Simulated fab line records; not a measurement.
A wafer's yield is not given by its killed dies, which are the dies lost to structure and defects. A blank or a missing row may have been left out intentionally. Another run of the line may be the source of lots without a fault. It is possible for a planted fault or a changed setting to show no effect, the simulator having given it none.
fab line records	flow nandHarc
record: lots: 13	wafers: 39	lastDay: 24
route steps=1159 shown A_CONTACT@959 A_BONDPAD@1072 THIN_TSV@1116 END@1159
lots with no fault: from the same line, run without faults
startH: hours from the record's first day to the start of the lot's first wafer shown	waitH: how many hours have passed since the lot's step before this one	" same as the row above	L1.1+2: a single row standing in for several wafers	- either no value or no given start	* or withheld: withheld	< > ~ a bound
route shown NAME@n: names a module that has steps shown in the file, with the first one's number in the route	usual: the fault-free wafers' mean and standard deviation	same: alike in all rows	chamber/n: place in a boat	sites: each site's reading	_std_site: the standard deviation of these	_edge_site: outer sites' mean less inner sites'	radiusMm: how far each site lies from the wafer's centre	mask NAME#n: copy n	behind: tool/chamber where the wafer was last shaped	hold: the reason the lot was held/the length of the hold in hours/how it ended	device: names the non-switching transistor (n, p or np)	end of line: the same wafers' tests at the end of the route	a step given without rows: its recipe and nothing more	killed: dies lost to structure and defects at the first sort, not the wafer's yield	map: a wafer's dies, x killed, . not, _ none there
set.NAME: the run value of the setting; set.NAME@STEP: its run value at that earlier step	model.NAME: the simulator's own value behind a step, which no gauge read
route steps across a sampled set of lots; one table per step, one row per wafer
services: from which hour (startH, from the record's first day; less than 0 if before it) a tool's chamber was out of use, for how many hours, and why
== steps ==
step: NHARC_A_CONTACT_CVD_19
recipe: targetThkA: 3000	tempC: 300	pressureTorr: 40	wf6FlowSccm: 40	h2FlowSccm: 1600	arFlowSccm: 1560	timeS: 802	material: W
usual: heaterPowerW: 458/48	mfcH2Sccm: 1599/4.4	throttleValvePct: 8.0/0.32
lot.wafer	tool	chamber	startH	waitH	heaterPowerW	mfcH2Sccm	throttleValvePct
L959.2	cvdW-02	0	395.14	-	405	1590	7.7
L959.6	"	1	"	"	512	1598	8.0
L959.5	"	0	"	"	400	1600	7.7
L958.4	cvdW-01	0	395.87	-	444	1608	8.2
L958.3	"	1	"	"	450	1603	7.2
L958.5	"	1	"	"	450	1594	7.3
L957.2	cvdW-01	0	399.17	-	444	1605	8.3
L957.3	"	0	"	"	439	1603	8.0
L957.6	"	0	"	"	438	1600	8.2
L965.2	cvdW-01	0	440.94	-	450	1598	8.3
L965.4	"	1	"	"	453	1604	7.3
L965.6	"	0	"	"	440	1608	8.2
L966.2	cvdW-01	1	441.69	-	453	1607	7.6
L966.4	"	1	"	"	452	1606	7.7
L966.3	"	0	"	"	433	1599	8.2
L970.2	cvdW-02	0	471.09	-	402	1602	7.7
L970.3	"	1	"	"	518	1596	8.0
L970.5	"	0	"	"	397	1605	8.2
L974.1	cvdW-02	0	488.43	-	389	1595	8.2
L974.5	"	1	"	"	533	1605	8.2
L974.6	"	0	"	"	400	1598	7.8
L973.1	cvdW-02	1	489.05	-	534	1604	8.2
L973.3	"	0	"	"	413	1593	8.2
L973.5	"	1	"	"	525	1602	8.4
L972.2	cvdW-02	0	489.80	-	398	1594	8.2
L972.3	"	1	"	"	531	1597	8.2
L972.5	"	0	"	"	412	1596	7.9
L976.2	cvdW-02	1	494.47	-	528	1595	8.2
L976.3	"	1	"	"	527	1602	8.0
L976.6	"	1	"	"	522	1606	8.2
L977.1	cvdW-02	1	503.21	-	526	1598	8.2
L977.3	"	0	"	"	408	1599	7.8
L977.5	"	1	"	"	529	1601	8.5
L978.3	cvdW-02	0	512.76	-	402	1598	7.9
L978.5	"	0	"	"	401	1596	8.1
L978.6	"	1	"	"	537	1596	8.2
L980.2	cvdW-02	1	536.14	-	539	1597	8.1
L980.3	"	0	"	"	408	1596	8.1
L980.5	"	1	"	"	527	1600	8.2
step: NHARC_A_BONDPAD_CD_MEAS_09
recipe: targetCdNm: 500	landingEnergyEv: 500
usual: cdNm: 499.8/1.3
lot.wafer	tool	chamber	startH	waitH	cdNm
L959.2	cdSem-02	0	410.79	-	499.6
L959.5	"	0	"	"	498.4
L959.6	"	0	"	"	497.9
L958.3	cdSem-02	0	411.13	-	499.6
L958.4	"	0	"	"	498.8
L958.5	"	0	"	"	501.2
L957.2	cdSem-03	0	413.90	-	500.9
L957.3	"	0	"	"	499.3
L957.6	"	0	"	"	501.8
L965.2	cdSem-01	0	455.83	-	500.1
L965.4	"	0	"	"	498.7
L965.6	"	0	"	"	500.5
L966.2	cdSem-03	0	457.63	-	498.8
L966.3	"	0	"	"	499.2
L966.4	"	0	"	"	499.3
L970.2	cdSem-03	0	488.95	-	499.2
L970.3	"	0	"	"	500.7
L970.5	"	0	"	"	500.4
L974.1	cdSem-03	0	503.14	-	499.3
L974.5	"	0	"	"	501.8
L974.6	"	0	"	"	500.9
L973.1	cdSem-01	0	504.32	-	501.2
L973.3	"	0	"	"	500.3
L973.5	"	0	"	"	500.4
L972.2	cdSem-03	0	504.58	-	502.7
L972.3	"	0	"	"	502.6
L972.5	"	0	"	"	501.7
L976.2	cdSem-03	0	509.08	-	498.8
L976.3	"	0	"	"	498.6
L976.6	"	0	"	"	497.5
L977.1	cdSem-01	0	524.24	-	501.2
L977.3	"	0	"	"	502.1
L977.5	"	0	"	"	500.4
L978.3	cdSem-03	0	527.19	-	500.0
L978.5	"	0	"	"	498.9
L978.6	"	0	"	"	500.7
L980.2	cdSem-02	0	550.66	-	500.8
L980.3	"	0	"	"	500.1
L980.5	"	0	"	"	500.9
step: NHARC_A_BONDPAD_ETCH_34
recipe: targetDepthA: 600	overetchA: 180	timeS: 65.91	ionEnergyEv: 200	n2FlowSccm: 150	h2FlowSccm: 150	arFlowSccm: 0	rfW: 400	biasW: 150	chemistry: N2/H2
usual: biasW: 150.0/0.5	drypumpMotorCurrentA: 6.0/0.44	oesProductAu: 0.999/0.007	rfVppV: 431.0/2.9	showerheadPlenumPTorr: 2.06/0.1	throttleValvePct: 14.171/0.0093
lot.wafer	tool	chamber	startH	waitH	biasW	drypumpMotorCurrentA	oesProductAu	rfHoursCounterH	rfVppV	showerheadPlenumPTorr	throttleValvePct
L959.2	rieDiel-07	2	411.11	0.1	150.2	5.8	1.007	6	433.8	2.20	14.173
L959.5	"	3	"	"	150.0	6.3	0.997	-	432.9	2.07	14.175
L959.6	"	0	"	"	150.6	5.4	0.998	-	426.6	1.91	14.157
L958.4	rieDiel-07	3	411.43	0.1	149.7	6.3	1.004	6	431.4	2.07	14.176
L958.3	"	1	"	"	149.7	6.7	0.990	6	432.7	2.08	14.183
L958.5	"	3	"	"	150.3	6.3	1.003	-	433.1	2.07	14.169
L957.2	rieDiel-07	0	414.21	0.1	150.4	5.4	1.011	6	426.1	1.91	14.156
L957.3	"	3	"	"	149.9	6.3	1.011	6	431.7	2.07	14.176
L957.6	"	0	"	"	150.6	5.4	0.999	-	426.2	1.91	14.158
L965.2	rieDiel-01	2	456.13	0.1	149.6	6.6	1.017	51	430.2	2.02	14.172
L965.4	"	3	"	"	150.5	6.2	1.006	53	430.9	2.12	14.169
L965.6	"	3	"	"	149.7	6.3	1.014	-	432.3	2.12	14.168
L966.4	rieDiel-11	2	457.93	0.1	150.0	5.7	1.006	17	428.1	1.91	14.162
L966.3	"	3	"	"	149.8	5.8	0.995	17	430.1	2.06	14.173
L966.2	"	0	"	"	150.5	5.6	0.997	16	434.3	2.15	14.169
L970.3	rieDiel-01	3	489.25	0.1	149.4	6.3	0.992	65	432.9	2.11	14.168
L970.2	"	1	"	"	149.1	5.7	1.000	63	431.2	2.04	14.183
L970.5	"	0	"	"	150.4	6.3	0.990	-	435.6	2.22	14.186
L974.1	rieDiel-01	1	503.46	0.1	150.8	5.7	1.002	0	430.4	2.04	14.155
L974.6	"	2	"	"	150.3	6.7	0.998	-	429.0	2.01	14.168
L974.5	"	3	"	"	149.5	6.3	0.990	-	433.1	2.11	14.172
L973.3	rieDiel-11	3	504.63	0.1	149.9	5.8	0.996	26	432.5	2.06	14.169
L973.1	"	1	"	"	150.2	5.6	0.999	24	434.4	2.16	14.166
L973.5	"	1	"	"	150.0	5.6	1.000	-	435.5	2.16	14.175
L972.2	rieDiel-07	0	504.89	0.1	149.4	5.4	0.998	2	426.8	1.91	14.159
L972.3	"	2	"	"	149.4	5.8	0.989	2	434.8	2.19	14.155
L972.5	"	3	"	"	150.4	6.3	0.990	-	432.6	2.07	14.175
L976.3	rieDiel-07	2	509.37	0.1	149.7	5.8	0.994	3	434.9	2.20	14.172
L976.2	"	3	"	"	150.5	6.3	0.993	3	430.7	2.07	14.185
L976.6	"	3	"	"	149.8	6.3	1.009	-	431.4	2.07	14.165
L977.3	rieDiel-07	1	524.53	0.1	149.8	6.6	0.991	3	431.0	2.08	14.180
L977.1	"	2	"	"	149.8	5.8	1.001	3	434.6	2.19	14.171
L977.5	"	1	"	"	150.1	6.6	0.997	-	431.2	2.08	14.177
L978.3	rieDiel-07	3	527.51	0.1	150.7	6.3	0.995	4	431.9	2.07	14.171
L978.5	"	0	"	"	150.6	5.4	0.983	-	425.8	1.91	14.164
L978.6	"	1	"	"	150.0	6.7	0.995	-	431.2	2.08	14.166
L980.2	rieDiel-07	3	550.96	0.1	149.2	6.3	0.995	5	431.5	2.07	14.151
L980.3	"	1	"	"	150.5	6.7	0.988	4	432.9	2.08	14.184
L980.5	"	2	"	"	150.5	5.8	0.996	-	434.0	2.19	14.170
step: NHARC_THIN_TSV_CD_MEAS_12
recipe: targetCdNm: 1000	landingEnergyEv: 500
usual: cdNm: 1000.1/1.4
lot.wafer	tool	chamber	startH	waitH	cdNm
L959.2	cdSem-03	0	424.54	-	1000.0
L959.5	"	0	"	"	1001.2
L959.6	"	0	"	"	1000.4
L958.3	cdSem-01	0	426.92	-	998.1
L958.4	"	0	"	"	999.1
L958.5	"	0	"	"	997.9
L957.2	cdSem-01	0	430.75	-	1000.6
L957.3	"	0	"	"	998.8
L957.6	"	0	"	"	1001.0
L965.2	cdSem-02	0	472.22	-	1002.7
L965.4	"	0	"	"	1001.7
L965.6	"	0	"	"	1000.5
L966.2	cdSem-02	0	473.42	-	1000.3
L966.3	"	0	"	"	1000.8
L966.4	"	0	"	"	1001.0
L970.2	cdSem-02	0	504.26	-	998.9
L970.3	"	0	"	"	999.5
L970.5	"	0	"	"	999.3
L974.1	cdSem-02	0	523.27	-	998.9
L974.5	"	0	"	"	1000.3
L974.6	"	0	"	"	999.7
L972.2	cdSem-03	0	524.63	-	1002.1
L972.3	"	0	"	"	1000.7
L972.5	"	0	"	"	1001.1
L973.1	cdSem-02	0	525.81	-	1001.5
L973.3	"	0	"	"	1002.2
L973.5	"	0	"	"	1001.2
L976.2	cdSem-03	0	528.21	-	996.7
L976.3	"	0	"	"	999.0
L976.6	"	0	"	"	999.5
L977.1	cdSem-03	0	541.02	-	998.3
L977.3	"	0	"	"	999.9
L977.5	"	0	"	"	1001.0
L978.3	cdSem-02	0	543.57	-	1000.5
L978.5	"	0	"	"	999.8
L978.6	"	0	"	"	1000.3
L980.2	cdSem-03	0	563.97	-	1002.0
L980.3	"	0	"	"	1001.1
L980.5	"	0	"	"	1001.4
step: NHARC_END_SORT_01
recipe: tempC: 25
usual: killedAtArray: 24/7.4	killedAtOther: 0.5/0.81	killedAtPeriphery: 3.4/2.3	killedDies: 28/8	killedOpen: 3.4/1.8	killedShort: 2.0/1.4
same: grossDies: 677
lot.wafer	tool	chamber	startH	waitH	killedAtArray	killedAtOther	killedAtPeriphery	killedDies	killedOpen	killedShort
L965.2	prober-01	0	489.05	2.8	27	0	1	28	3	1
L965.4	prober-01	0	490.64	3.4	76	2	1	79	0	1
L965.6	prober-01	0	492.23	4.0	39	1	1	41	2	3
L966.2	prober-02	0	489.05	2.8	70	0	1	71	3	2
L966.3	prober-02	0	489.85	3.1	19	0	0	19	3	1
L966.4	prober-02	0	490.65	3.4	63	1	0	64	4	1
killed by level:class
L965.2 A_SLIT:chamberFilmFlake=8 A_CHANNEL_HOLE_D1:chamberFilmFlake=7 A_CONTACT:chamberFilmFlake=7 A_CONTACT:geometricParticle:open=2 A_WL_FILL:geometricParticle:short=1 A_M1:geometricParticle:open=1 P_GATE:chamberFilmFlake=1 A_STAIRCASE:chamberFilmFlake=1
L966.2 A_CONTACT:unspecified=48 A_SLIT:chamberFilmFlake=9 A_STAIRCASE:chamberFilmFlake=4 A_CHANNEL_FILL_D1:chamberFilmFlake=2 P_M0:geometricParticle:short=1 A_ONON_D1:geometricParticle:open=1 A_CHANNEL_HOLE_D1:geometricParticle:short=1 A_WL_FILL:geometricParticle:open=1
L966.3 A_SLIT:chamberFilmFlake=10 A_STAIRCASE:chamberFilmFlake=3 A_M0:geometricParticle:open=2 A_CHANNEL_FILL_D1:geometricParticle:open=1 A_M0:geometricParticle:short=1 A_CONTACT:chamberFilmFlake=1 A_M1:chamberFilmFlake=1
L965.4 A_CONTACT:unspecified=44 A_CHANNEL_HOLE_D1:chamberFilmFlake=14 A_CONTACT:chamberFilmFlake=8 A_SLIT:chamberFilmFlake=7 A_STAIRCASE:chamberFilmFlake=2 A_WL_FILL:geometricParticle:short=1 P_BONDPAD:chamberFilmFlake=1 THIN_TSV:chamberFilmFlake=1
L966.4 A_CONTACT:unspecified=40 A_SLIT:chamberFilmFlake=15 A_M0:geometricParticle:open=2 A_CHANNEL_HOLE_D1:geometricParticle:open=1 A_CHANNEL_FILL_D1:geometricParticle:short=1 STARTING-WAFER:geometricParticle:open=1 A_ZERO_WELL:chamberFilmFlake=1 A_CHANNEL_HOLE_D1:chamberFilmFlake=1
L965.6 A_CHANNEL_HOLE_D1:chamberFilmFlake=16 A_SLIT:chamberFilmFlake=14 A_WL_FILL:geometricParticle:short=2 A_CONTACT:geometricParticle:open=2 A_STAIRCASE:chamberFilmFlake=2 A_CONTACT:chamberFilmFlake=2 A_CHANNEL_FILL_D1:geometricParticle:short=1 P_GATE:chamberFilmFlake=1
== services ==
tool	chamber	startH	hours	kind
rieDiel-07	0	371.39	-	clean
rieDiel-07	1	371.39	-	clean
rieDiel-07	2	371.39	-	clean
rieDiel-07	3	371.39	-	clean
cvdW-02	-	380.93	13.0	pm
cvdW-02	0	380.93	13.0	ventCycle
cvdW-02	1	380.93	13.0	ventCycle
cvdW-02	0	393.93	-	clean
cvdW-02	1	393.93	-	clean
rieDiel-07	0	395.93	-	clean
cvdW-01	0	404.49	2.8	repair
rieDiel-07	-	416.89	9.0	pm
rieDiel-07	1	434.35	2.5	repair
rieDiel-01	-	437.94	0.2	repair
rieDiel-11	0	441.10	3.3	repair
rieDiel-07	0	446.39	13.2	repair
rieDiel-11	1	454.41	2.5	repair
cvdW-01	-	474.92	13.0	pm
rieDiel-01	0	490.11	22.5	repair
rieDiel-01	-	491.99	9.0	pm
rieDiel-11	0	500.70	10.5	repair
cvdW-01	0	525.46	11.3	repair
cvdW-01	1	525.71	2.6	repair
rieDiel-11	-	543.53	9.0	pm
== key ==
firstSign: step: NHARC_END_SORT_01	reading: killedAtArray	direction: up	sigmas: 6.1	usual: 24	struck: 70
effect: step: NHARC_END_SORT_01	reading: killedDies	direction: up	sigmas: 5.4	usual: 28	struck: 71
moreKillsBornAt: NHARC_A_CONTACT_CVD_19@cvdW-01: 132
metAt NHARC_A_CONTACT_CVD_19
struckLots L965,L966
struckWafers L965.4,L966.2,L966.4
testerLeftOut L965,L966
notActingAt NHARC_A_BONDPAD_CD_MEAS_09,NHARC_A_BONDPAD_ETCH_34,NHARC_THIN_TSV_CD_MEAS_12
fault: kind: chamberParticleSource	tool: cvdW-01	chamber: 1	onsetH: 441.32	steps: NHARC_A_CONTACT_CVD_19	ratePerVisitCm2: 0.86712	endH: 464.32
testerLeftOut: of these lots the tester's yield and bins aren't shown, on N5 and GAA mostly nor the transistor test; their killed dies are dies lost to structure and defects alone, not to doping, threshold or leakage, so they don't give the yield
